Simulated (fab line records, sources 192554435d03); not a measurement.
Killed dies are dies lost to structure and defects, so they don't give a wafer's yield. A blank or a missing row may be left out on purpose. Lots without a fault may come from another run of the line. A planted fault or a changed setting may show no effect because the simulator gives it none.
fab line records | flow n5_finfet
record lots=7 wafers=21
route steps=1938 shown BEOL_M3@957 BEOL_M5@1142 BEOL_M6@1236 BEOL_M7@1299 BEOL_M8@1357 BEOL_M9@1440
start_h: hours from the record's first day to the start of the lot's first wafer shown | wait_h: hours since the lot's step before | " the same as in the row above | L1.1+2: a row that stands for several wafers | - no value, or no start given | * or withheld: withheld | < > ~ a bound
route shown NAME@n: a module of which the file shows steps, and the number in the route of the first | usual: mean/standard deviation of fault-free wafers | same: alike in all rows | chamber/n: place in a boat | sites: the reading at each site | _std_site: their standard deviation | _edge_site: outer sites' mean less inner sites' | radius_mm: how far each site lies from the wafer's centre | mask NAME#n: copy n | behind: the tool/chamber that last shaped the wafer | hold: why the lot was held/for how many hours/how that ended | device: the transistor (n, p or np) that didn't switch | end of line: the same wafers' tests at the end of the route | a step without rows: its recipe alone | killed: dies lost to structure and defects at the first sort, not the wafer's yield | map: a wafer's dies, x killed, . not, _ none there
set.NAME: the setting as run; set.NAME@STEP: as run at that earlier step | model.NAME: the simulator's own value behind a step, which no gauge read
lots whose settings were changed on purpose; a table a step, a row a wafer
## steps
# step N5_BEOL_M3_COAT_67
# recipe resist=SOC temp_c=250 time_s=60 spin_rpm=1500 resist_thk_nm=60
# columns lot.wafer tool chamber start_h wait_h set.spin_rpm model.SOC_of_BEOL_M3_COAT_67.thk_nm
L075.1 litho_track-03 0 151.68 0.0 1500 60
L075.2 " 0 " " 1354 63.4
L075.4 " 0 " " 1500 59.8
L078.2 litho_track-04 0 182.56 0.0 1557 59.2
L078.5 " 0 " " 1500 60.2
L078.6 " 0 " " 1557 59
L079.1+3 litho_track-04 0 189.15 0.0 1415 61.8
L079.4 " 0 " " 1500 60.2
L080.2 litho_track-03 0 191.80 0.0 1500 60.2
L080.3 " 0 " " 1590 58.8
L080.5 " 0 " " 1590 58.6
L082.3 litho_track-04 0 195.44 0.0 1500 59.8
L082.4 " 0 " " 1500 60.2
L082.5 " 0 " " 1500 60
L088.1 litho_track-04 0 224.02 0.0 1654 57
L088.5 " 0 " " 1500 59.8
L088.6 " 0 " " 1500 60
L089.1 litho_track-03 0 233.92 0.0 1500 59.8
L089.4 " 0 " " 1347 62.8
L089.6 " 0 " " 1347 63.2
# step N5_BEOL_M3_COAT_22
# recipe resist=CAR-EUV spin_rpm=1500 resist_thk_nm=30
# columns lot.wafer tool chamber start_h wait_h set.spin_rpm model.CAR-EUV_of_BEOL_M3_COAT_22.thk_nm
L075.1+2 litho_track-03 0 - - 1500 30
L075.4 " 0 " " 1336 31.8
L078.2+5 litho_track-04 0 - - 1351 31.6
L078.6 " 0 " " 1500 30
L079.1+3 litho_track-04 0 - - 1500 30
L079.4 " 0 " " 1500 30.2
L080.2+5 litho_track-03 0 - - 1360 31.6
L080.3 " 0 " " 1500 30
L082.3+4+5 litho_track-04 0 - - 1500 30
L088.1 litho_track-04 0 - - 1500 30
L088.5+6 " 0 " " 1500 30.2
L089.1 litho_track-03 0 - - 1565 29.2
L089.4+6 " 0 " " 1500 29.8
# step N5_BEOL_M3_EBR_24
# recipe solvent=PGMEA ebr_width_mm=1.5
# step N5_BEOL_M3_SOFTBAKE_23
# recipe temp_c=110 time_s=60 resist=CAR-EUV
# step N5_BEOL_M3_ALD_98
# recipe material=SiO2 target_thk_a=25 temp_c=100 ald_precursor_family=BDEAS ald_co_reactant=O2-plasma pulse_time_s=1 co_reactant_pulse_time_s=1 purge_time_s=2 co_reactant_purge_time_s=2 ald_cycles=17 pressure_torr=2
# step N5_BEOL_M3_ETCHBACK_99
# recipe chemistry=CHF3 target=SiO2 target_depth_a=50 time_s=10.4 source_w=215 bias_w=47 Ar_flow_sccm=200 CHF3_flow_sccm=12 ion_energy_ev=100 pressure_mtorr=30
# step N5_BEOL_M3_ETCH_70
# recipe chemistry=N2/H2 target=SOC target_depth_a=800 overetch_a=160 mask_material=SiARC temp_c=40 time_s=120 ion_energy_ev=200 pressure_mtorr=30 source_w=840 bias_w=150 n2_flow_sccm=200 h2_flow_sccm=200
# columns lot.wafer tool chamber start_h wait_h set.spin_rpm@BEOL_M3_COAT_67 model.etch.depth_nm
L075.1 rie_diel-02 1 154.12 0.0 1500 59.93
L075.2 " 0 " " 1354 63.36
L075.4 " 3 " " 1500 59.81
L078.2 rie_diel-02 3 186.60 0.0 1557 59.12
L078.5 " 2 " " 1500 60.15
L078.6 " 1 " " 1557 58.99
L079.1 rie_diel-04 3 195.01 0.0 1415 61.79
L079.3 " 0 " " 1415 61.8
L079.4 " 1 " " 1500 60.11
L080.2 rie_diel-02 2 195.10 0.0 1500 60.12
L080.3 " 3 " " 1590 58.72
L080.5 " 0 " " 1590 58.53
L082.3 rie_diel-03 2 199.21 0.0 1500 59.85
L082.4 " 1 " " 1500 60.16
L082.5 " 2 " " 1500 60.03
L088.1 rie_diel-04 0 233.29 0.0 1654 57.06
L088.5 " 3 " " 1500 59.86
L088.6 " 0 " " 1500 59.93
L089.1 rie_diel-04 0 242.11 0.0 1500 59.8
L089.4 " 3 " " 1347 62.84
L089.6 " 2 " " 1347 63.24
# step N5_BEOL_M3_STRIP_71
# recipe chemistry=N2/H2 temp_c=40 n2_flow_sccm=200 h2_flow_sccm=200 rf_frequency_hz=6e+07
# step N5_BEOL_M3_STRIP_78
# recipe chemistry=N2/H2 temp_c=40 n2_flow_sccm=200 h2_flow_sccm=200 rf_frequency_hz=6e+07
# step N5_BEOL_M3_VIA_ETCH_34
# recipe chemistry=C4F6/O2 target_depth_a=694 mask_material=SOC pressure_mtorr=15 ion_energy_ev=250 taper_deg=4 time_s=65.9 source_w=350 bias_w=170 Ar_flow_sccm=300 C4F6_flow_sccm=10 O2_flow_sccm=10
# columns lot.wafer tool chamber start_h wait_h set.spin_rpm@BEOL_M3_COAT_67 model.SOC_of_BEOL_M3_COAT_67.thk_nm
L075.1 rie_diel-02 1 154.22 0.0 1500 52.2
L075.2 " 0 " " 1354 55.4
L075.4 " 3 " " 1500 51.6
L078.2 rie_diel-02 3 186.70 0.0 1557 50.8
L078.5 " 2 " " 1500 52
L078.6 " 1 " " 1557 51.2
L079.1 rie_diel-04 3 195.11 0.0 1415 53.6
L079.3 " 0 " " 1415 54
L079.4 " 1 " " 1500 52.2
L080.2 rie_diel-02 2 195.20 0.0 1500 52
L080.3 " 3 " " 1590 50.4
L080.5 " 0 " " 1590 50.6
L082.3 rie_diel-03 2 199.31 0.0 1500 51.8
L082.4+5 " 1,2 " " 1500 52
L088.1 rie_diel-04 0 233.40 0.0 1654 49.2
L088.5 " 3 " " 1500 51.6
L088.6 " 0 " " 1500 52
L089.1 rie_diel-04 0 242.21 0.0 1500 52
L089.4 " 3 " " 1347 54.8
L089.6 " 2 " " 1347 55.4
# step N5_BEOL_M5_COAT_22
# recipe resist=CAR-EUV spin_rpm=1500 resist_thk_nm=30
# columns lot.wafer tool chamber start_h wait_h set.spin_rpm model.CAR-EUV_of_BEOL_M5_COAT_22.thk_nm
L075.1 litho_track-04 0 - - 1500 30
L075.2 " 0 " " 1604 28.8
L075.4 " 0 " " 1604 29
L078.2+6 litho_track-05 0 - - 1500 30.2
L078.5 " 0 " " 1581 29.4
L080.2 litho_track-05 0 - - 1500 30.2
L080.3+5 " 0 " " 1656 28.6
L079.1 litho_track-05 0 - - 1500 30
L079.3+4 " 0 " " 1500 30.2
L082.3+4+5 litho_track-04 0 - - 1500 30
L088.1+6 litho_track-05 0 - - 1500 30.2
L088.5 " 0 " " 1500 30
L089.1 litho_track-01 0 - - 1401 31
L089.4+6 " 0 " " 1500 30
# step N5_BEOL_M6_VIA_ETCH_34
# recipe chemistry=C4F6/O2 target=SiCOH_lowk target_depth_a=1263 mask_material=SOC taper_deg=4 time_s=50.9 ion_energy_ev=250 pressure_mtorr=30 source_w=345 bias_w=185 Ar_flow_sccm=300 C4F6_flow_sccm=10 O2_flow_sccm=10
# columns lot.wafer tool chamber start_h wait_h set.time_s model.etch.depth_nm model.SOC_of_BEOL_M6_COAT_63.thk_nm
L075.1 rie_diel-06 0 204.43 0.0 50.9 127.8 53.8
L075.2 " 2 " " 55.28 138.1 53.4
L075.4 " 1 " " 50.9 127.5 54
L078.2 rie_diel-06 2 219.59 0.0 50.9 126.4 53.6
L078.5 " 3 " " 59.24 143.4 53
L078.6 " 2 " " 59.24 146 52.8
L080.2 rie_diel-06 3 233.56 0.0 50.9 124.9 54
L080.3 " 1 " " 50.9 126.5 53.6
L080.5 " 1 " " 50.9 126.6 53.4
L079.1 rie_diel-06 2 233.95 0.0 41.68 104.6 55
L079.3 " 1 " " 41.68 103.4 55.2
L079.4 " 1 " " 50.9 127.3 54
L082.3 rie_diel-06 3 241.46 0.0 50.9 124.6 54
L082.4 " 1 " " 50.9 126 53.6
L082.5 " 2 " " 50.9 127.6 53.6
L088.1 rie_diel-01 0 266.38 0.0 50.9 125.9 54
L088.5 " 2 " " 50.9 128.5 53.8
L088.6 " 3 " " 50.9 126 54
L089.1 rie_diel-06 1 280.50 0.0 58.3 146.1 52.8
L089.4 " 0 " " 58.3 146.3 52.8
L089.6 " 0 " " 50.9 128.7 53.6
# step N5_BEOL_M6_ETCH_41
# recipe chemistry=CH3F/O2 target=SiCN target_depth_a=297 taper_deg=2 time_s=52 ion_energy_ev=120 mask_material=TiN pressure_mtorr=30 source_w=395 bias_w=75 Ar_flow_sccm=150 CH3F_flow_sccm=30 O2_flow_sccm=20
# columns lot.wafer tool chamber start_h wait_h set.time_s model.etch.depth_nm
L075.1 rie_diel-06 0 - - 52 20.02
L075.2 " 2 " " 55.51 21.09
L075.4 " 1 " " 52 19.78
L078.2 rie_diel-06 2 - - 47.48 17.81
L078.5 " 3 " " 47.48 17.58
L078.6 " 2 " " 52 19.63
L080.2 rie_diel-06 3 - - 52 19.45
L080.3 " 1 " " 52 19.82
L080.5 " 1 " " 52 19.74
L079.1 rie_diel-06 2 - - 52 19.7
L079.3 " 1 " " 52 19.38
L079.4 " 1 " " 52 19.5
L082.3 rie_diel-06 3 - - 52 19.21
L082.4 " 1 " " 52 19.7
L082.5 " 2 " " 52 19.83
L088.1 rie_diel-01 0 - - 52 19.84
L088.5 " 2 " " 61.65 23.92
L088.6 " 3 " " 52 19.74
L089.1 rie_diel-06 1 - - 52 19.66
L089.4 " 0 " " 52 19.86
L089.6 " 0 " " 42.99 16.37
# step N5_BEOL_M7_DESCUM_33
# recipe chemistry=O2 time_s=7 source_power_w=50 bias_power_w=20 pressure_mtorr=20 rf_frequency_hz=2.712e+07 temp_c=40 resist=CAR-EUV o2_flow_sccm=225
# columns lot.wafer tool chamber start_h wait_h set.time_s model.CAR-EUV_of_BEOL_M7_COAT_22.thk_nm
L075.1 rie_diel-04 2 213.54 0.0 7 26.2
L075.2+4 " 3,1 " " 8.189 25.6
L078.2+6 rie_diel-03 2,1 231.48 0.0 7 26
L078.5 " 2 " " 7.657 25.8
L079.1+3 rie_diel-03 1,3 243.56 0.0 6.439 26.4
L079.4 " 2 " " 7 26
L080.2+5 rie_diel-04 2,3 243.72 0.0 7 26
L080.3 " 3 " " 7 26.2
L082.3 rie_diel-03 3 249.31 0.0 7 26
L082.4+5 " 2,0 " " 7 26.2
L088.1 rie_diel-04 1 274.16 0.0 7 26
L088.5+6 " 0,1 " " 7.722 25.8
L089.1+4+6 rie_diel-02 2,0,0 292.92 0.5 7 26.2
# step N5_BEOL_M7_ETCH_72
# recipe chemistry=N2/H2 target=underlayer target_depth_a=65 mask_material=CAR-EUV time_s=5.2 ion_energy_ev=200 pressure_mtorr=30 source_w=840 bias_w=150 n2_flow_sccm=200 h2_flow_sccm=200 ends=cleared
# step N5_BEOL_M7_ETCH_65
# recipe chemistry=CF4 target=SiARC target_depth_a=156 mask_material=CAR-EUV time_s=26 ion_energy_ev=80 pressure_mtorr=40 source_w=545 bias_w=36 Ar_flow_sccm=100 cf4_flow_sccm=100 ends=cleared
# columns lot.wafer tool chamber start_h wait_h set.time_s@BEOL_M7_DESCUM_33 model.CAR-EUV_of_BEOL_M7_COAT_22.thk_nm
L075.1 rie_diel-04 2 213.60 0.0 7 11.2
L075.2+4 " 3,1 " " 8.189 10.6
L078.2 rie_diel-03 2 231.53 0.0 7 11
L078.5 " 2 " " 7.657 10.8
L078.6 " 1 " " 7 11.2
L079.1+3 rie_diel-03 1,3 243.61 0.0 6.439 11.4
L079.4 " 2 " " 7 11
L080.2+3+5 rie_diel-04 2,3,3 243.77 0.0 7 11.2
L082.3 rie_diel-03 3 249.37 0.0 7 11
L082.4+5 " 2,0 " " 7 11.2
L088.1 rie_diel-04 1 274.21 0.0 7 11.2
L088.5+6 " 0,1 " " 7.722 10.8
L089.1+4+6 rie_diel-02 2,0,0 292.97 0.0 7 11.2
# step N5_BEOL_M7_TRENCH_ETCH_37
# recipe chemistry=C4F6/O2 target_depth_a=934.78 target=SiCOH_lowk time_s=31.2 ion_energy_ev=250 pressure_mtorr=30 source_w=345 bias_w=185 Ar_flow_sccm=300 C4F6_flow_sccm=10 O2_flow_sccm=10
# columns lot.wafer tool chamber start_h wait_h set.source_w model.BEOL_M7.feature_depth_nm model.etch.depth_nm
L075.1 rie_diel-04 2 - - 345 93.2 93.26
L075.2 " 3 " " 345 93 92.96
L075.4 " 1 " " 345 91.8 91.88
L078.2 rie_diel-03 2 - - 345 92 92.08
L078.5 " 2 " " 345 92.2 92.12
L078.6 " 1 " " 379.4 97.2 97.22
L079.1 rie_diel-03 1 - - 345 93.6 93.51
L079.3 " 3 " " 326.1 89.6 89.6
L079.4 " 2 " " 345 91.6 91.6
L080.2 rie_diel-04 2 - - 345 92 92.03
L080.3 " 3 " " 345 90.4 90.43
L080.5 " 3 " " 345 90.4 90.44
L082.3 rie_diel-03 3 - - 345 89.8 89.82
L082.4 " 2 " " 345 91.2 91.13
L082.5 " 0 " " 345 93.6 93.67
L088.1 rie_diel-04 1 - - 295.2 88.4 88.41
L088.5 " 0 " " 295.2 85.4 85.32
L088.6 " 1 " " 345 93 92.92
L089.1 rie_diel-02 2 - - 383.9 97.2 97.27
L089.4 " 0 " " 345 93 92.94
L089.6 " 0 " " 345 93.2 93.14
# step N5_BEOL_M7_ETCH_41
# recipe chemistry=CH3F/O2 target=SiCN target_depth_a=319 taper_deg=2 time_s=57.8 ion_energy_ev=120 mask_material=TiN pressure_mtorr=30 source_w=395 bias_w=75 Ar_flow_sccm=150 CH3F_flow_sccm=30 O2_flow_sccm=20
# step N5_BEOL_M7_STRIP_80
# recipe chemistry=N2/H2 time_s=10 power_w=450 temp_c=40 pressure_mtorr=20 rf_frequency_hz=6e+07 bias_power_w=7 n2_flow_sccm=200 h2_flow_sccm=200
# step N5_BEOL_M7_OCD_MEAS_38
# usual trench_depth_nm=92.8/1.5
# columns lot.wafer tool chamber start_h wait_h set.source_w@BEOL_M7_TRENCH_ETCH_37 trench_depth_nm
L075.1 ocd-02 - 213.97 - 345 93.5
L075.2 " - " " 345 92.9
L075.4 " - " " 345 91.5
L078.2 ocd-02 - 231.91 - 345 91.7
L078.5 " - " " 345 92.3
L078.6 " - " " 379.4 97.5
L079.1 ocd-01 - 243.99 - 345 93.5
L079.3 " - " " 326.1 89.6
L079.4 " - " " 345 91.5
L080.2 ocd-02 - 244.15 - 345 91.8
L080.3 " - " " 345 91.3
L080.5 " - " " 345 89.9
L082.3 ocd-01 - 249.75 - 345 89.8
L082.4 " - " " 345 91.0
L082.5 " - " " 345 93.9
L088.1 ocd-02 - 274.59 - 295.2 88.5
L088.5 " - " " 295.2 85.0
L088.6 " - " " 345 92.7
L089.1 ocd-02 - 293.35 - 383.9 97.8
L089.4 " - " " 345 93.0
L089.6 " - " " 345 92.8
# step N5_BEOL_M8_COAT_64
# recipe resist=SiARC temp_c=220 time_s=60 spin_rpm=1500 resist_thk_nm=12
# columns lot.wafer tool chamber start_h wait_h set.spin_rpm model.SiARC_of_BEOL_M8_COAT_64.thk_nm
L075.1+2+4 litho_track-04 0 - - 1500 12
L078.2+5+6 litho_track-04 0 - - 1638 11.4
L079.1+3 litho_track-04 0 - - 1500 12
L079.4 " 0 " " 1336 12.6
L080.2+3+5 litho_track-03 0 - - 1500 12
L082.3+4+5 litho_track-01 0 - - 1500 12
L088.1 litho_track-03 0 - - 1608 11.6
L088.5+6 " 0 " " 1500 12
L089.1 litho_track-03 0 - - 1385 12.6
L089.4+6 " 0 " " 1500 12
# step N5_BEOL_M8_COAT_71
# recipe resist=underlayer temp_c=205 time_s=60 spin_rpm=1500 resist_thk_nm=5
# columns lot.wafer tool chamber start_h wait_h set.temp_c
L075.1+2 litho_track-04 0 - - 197.9
L075.4 " 0 " " 205
L078.2+5 litho_track-04 0 - - 205
L078.6 " 0 " " 210.1
L079.1 litho_track-04 0 - - 202
L079.3+4 " 0 " " 205
L080.2 litho_track-03 0 - - 205
L080.3+5 " 0 " " 202.2
L082.3+4+5 litho_track-01 0 - - 205
L088.1+6 litho_track-03 0 - - 205
L088.5 " 0 " " 210.8
L089.1+6 litho_track-03 0 - - 196.3
L089.4 " 0 " " 205
# step N5_BEOL_M8_COAT_22
# recipe resist=CAR-EUV spin_rpm=1500 resist_thk_nm=30
# step N5_BEOL_M8_EBR_24
# recipe solvent=PGMEA ebr_width_mm=1.5
# step N5_BEOL_M8_DESCUM_33
# recipe chemistry=O2 time_s=7 source_power_w=50 bias_power_w=20 pressure_mtorr=20 rf_frequency_hz=2.712e+07 temp_c=40 resist=CAR-EUV o2_flow_sccm=225
# step N5_BEOL_M8_ETCH_72
# recipe chemistry=N2/H2 target=underlayer target_depth_a=65 mask_material=CAR-EUV time_s=5.2 ion_energy_ev=200 pressure_mtorr=30 source_w=840 bias_w=150 n2_flow_sccm=200 h2_flow_sccm=200 ends=cleared
# step N5_BEOL_M8_ETCH_65
# recipe chemistry=CF4 target=SiARC target_depth_a=156 mask_material=CAR-EUV time_s=26 ion_energy_ev=80 pressure_mtorr=40 source_w=545 bias_w=36 Ar_flow_sccm=100 cf4_flow_sccm=100 ends=cleared
# usual etch_rf_on_time_s=25.9/0.41
# columns lot.wafer tool chamber start_h wait_h set.spin_rpm@BEOL_M8_COAT_64 etch_rf_on_time_s model.etch.depth_nm
L075.1 rie_diel-06 1 222.39 0.0 1500 25.9 12
L075.2 " 2 " " 1500 26.2 11.99
L075.4 " 2 " " 1500 25.9 12.02
L078.2 rie_diel-06 1 240.93 0.0 1638 24.7 11.5
L078.5 " 3 " " 1638 25.4 11.49
L078.6 " 2 " " 1638 24.7 11.49
L079.1 rie_diel-01 2 251.65 0.0 1500 25.1 11.94
L079.3 " 3 " " 1500 26.4 11.95
L079.4 " 1 " " 1336 27.4 12.64
L080.2 rie_diel-06 0 251.71 0.0 1500 25.7 12.01
L080.3 " 0 " " 1500 25.6 12
L080.5 " 1 " " 1500 25.6 12.03
L082.3 rie_diel-05 2 259.62 0.0 1500 25.7 11.98
L082.4 " 1 " " 1500 26.0 11.99
L082.5 " 3 " " 1500 25.8 11.99
L088.1 rie_diel-01 3 282.75 0.0 1608 25.3 11.57
L088.5 " 0 " " 1500 26.1 12
L088.6 " 3 " " 1500 26.5 11.98
L089.1 rie_diel-01 3 299.45 0.0 1385 27.7 12.56
L089.4 " 1 " " 1500 26.1 12.02
L089.6 " 0 " " 1500 26.3 12.02
# step N5_BEOL_M8_ETCH_66
# recipe chemistry=N2/H2 target=SOC target_depth_a=800 overetch_a=160 mask_material=SiARC temp_c=40 time_s=120 ion_energy_ev=200 pressure_mtorr=30 source_w=840 bias_w=150 n2_flow_sccm=200 h2_flow_sccm=200
# columns lot.wafer tool chamber start_h wait_h set.spin_rpm@BEOL_M8_COAT_64 model.SiARC_of_BEOL_M8_COAT_64.thk_nm
L075.1+2+4 rie_diel-06 1,2,2 222.41 0.0 1500 6.4
L078.2+5 rie_diel-06 1,3 240.96 0.0 1638 6
L078.6 " 2 " " 1638 5.8
L079.1+3 rie_diel-01 2,3 251.68 0.0 1500 6.2
L079.4 " 1 " " 1336 7
L080.2 rie_diel-06 0 251.75 0.0 1500 6.2
L080.3+5 " 0,1 " " 1500 6.4
L082.3 rie_diel-05 2 259.65 0.0 1500 6.2
L082.4+5 " 1,3 " " 1500 6.4
L088.1 rie_diel-01 3 282.78 0.0 1608 6
L088.5+6 " 0,3 " " 1500 6.4
L089.1 rie_diel-01 3 299.48 0.0 1385 6.8
L089.4+6 " 1,0 " " 1500 6.4
# step N5_BEOL_M9_ETCH_66
# recipe chemistry=N2/H2 target=SOC target_depth_a=800 overetch_a=160 mask_material=SiARC temp_c=40 time_s=120 ion_energy_ev=200 pressure_mtorr=30 source_w=840 bias_w=150 n2_flow_sccm=200 h2_flow_sccm=200
# columns lot.wafer tool chamber start_h wait_h set.time_s model.SiARC_of_BEOL_M9_COAT_64.thk_nm
L075.1 rie_diel-02 1 231.32 0.0 120 6.4
L075.2 " 3 " " 144.8 4.8
L075.4 " 2 " " 144.8 5.2
L078.2+6 rie_diel-04 2 246.16 0.0 127.6 6.2
L078.5 " 3 " " 120 6.8
L080.2+3 rie_diel-02 2,1 266.11 0.0 139.5 5.4
L080.5 " 3 " " 120 6.2
L079.1 rie_diel-03 0 266.32 0.0 113.2 6.8
L079.3 " 1 " " 120 6.4
L079.4 " 3 " " 120 6.8
L082.3 rie_diel-04 3 266.68 0.0 120 6.8
L082.4+5 " 0,1 " " 120 6.6
L088.1 rie_diel-03 0 294.28 0.0 120 6.2
L088.5 " 3 " " 107.7 7.2
L088.6 " 0 " " 107.7 6.8
L089.1 rie_diel-02 1 306.70 0.0 120 6.4
L089.4+6 " 1,2 " " 141 5.4
## key
split step=N5_BEOL_M3_COAT_67 setting=spin_rpm stated=1500 by=wafer
response step=N5_BEOL_M3_COAT_67 reading=model.SOC_of_BEOL_M3_COAT_67.thk_nm change=-0.307 per=1% r=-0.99
response step=N5_BEOL_M3_ETCH_70 reading=model.etch.depth_nm change=-0.307 per=1% r=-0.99
response step=N5_BEOL_M3_VIA_ETCH_34 reading=model.SOC_of_BEOL_M3_COAT_67.thk_nm change=-0.295 per=1% r=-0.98
split step=N5_BEOL_M3_COAT_22 setting=spin_rpm stated=1500 by=wafer
response step=N5_BEOL_M3_COAT_22 reading=model.CAR-EUV_of_BEOL_M3_COAT_22.thk_nm change=-0.164 per=1% r=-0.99
split step=N5_BEOL_M5_COAT_22 setting=spin_rpm stated=1500 by=wafer
response step=N5_BEOL_M5_COAT_22 reading=model.CAR-EUV_of_BEOL_M5_COAT_22.thk_nm change=-0.154 per=1% r=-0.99
split step=N5_BEOL_M6_VIA_ETCH_34 setting=time_s stated=50.9 by=wafer
response step=N5_BEOL_M6_VIA_ETCH_34 reading=model.etch.depth_nm change=+1.21 per=1% r=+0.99
response step=N5_BEOL_M6_VIA_ETCH_34 reading=model.SOC_of_BEOL_M6_COAT_63.thk_nm change=-0.0537 per=1% r=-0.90
split step=N5_BEOL_M6_ETCH_41 setting=time_s stated=52 by=wafer
response step=N5_BEOL_M6_ETCH_41 reading=model.etch.depth_nm change=+0.209 per=1% r=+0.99
split step=N5_BEOL_M7_DESCUM_33 setting=time_s stated=7 by=wafer
response step=N5_BEOL_M7_DESCUM_33 reading=model.CAR-EUV_of_BEOL_M7_COAT_22.thk_nm change=-0.0317 per=1% r=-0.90
response step=N5_BEOL_M7_ETCH_65 reading=model.CAR-EUV_of_BEOL_M7_COAT_22.thk_nm change=-0.0372 per=1% r=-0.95
split step=N5_BEOL_M7_TRENCH_ETCH_37 setting=source_w stated=345 by=wafer
response step=N5_BEOL_M7_TRENCH_ETCH_37 reading=model.BEOL_M7.feature_depth_nm change=+0.434 per=1% r=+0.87
response step=N5_BEOL_M7_TRENCH_ETCH_37 reading=model.etch.depth_nm change=+0.435 per=1% r=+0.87
response step=N5_BEOL_M7_OCD_MEAS_38 reading=trench_depth_nm change=+0.455 per=1% r=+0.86
split step=N5_BEOL_M8_COAT_64 setting=spin_rpm stated=1500 by=wafer
response step=N5_BEOL_M8_COAT_64 reading=model.SiARC_of_BEOL_M8_COAT_64.thk_nm change=-0.061 per=1% r=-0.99
response step=N5_BEOL_M8_ETCH_65 reading=etch_rf_on_time_s change=* per=1% r=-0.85
response step=N5_BEOL_M8_ETCH_65 reading=model.etch.depth_nm change=-0.0646 per=1% r=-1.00
response step=N5_BEOL_M8_ETCH_66 reading=model.SiARC_of_BEOL_M8_COAT_64.thk_nm change=-0.0638 per=1% r=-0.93
split step=N5_BEOL_M8_COAT_71 setting=temp_c stated=205 by=wafer
response none clear
split step=N5_BEOL_M9_ETCH_66 setting=time_s stated=120 by=wafer
response step=N5_BEOL_M9_ETCH_66 reading=model.SiARC_of_BEOL_M9_COAT_64.thk_nm change=-0.0618 per=1% r=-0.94
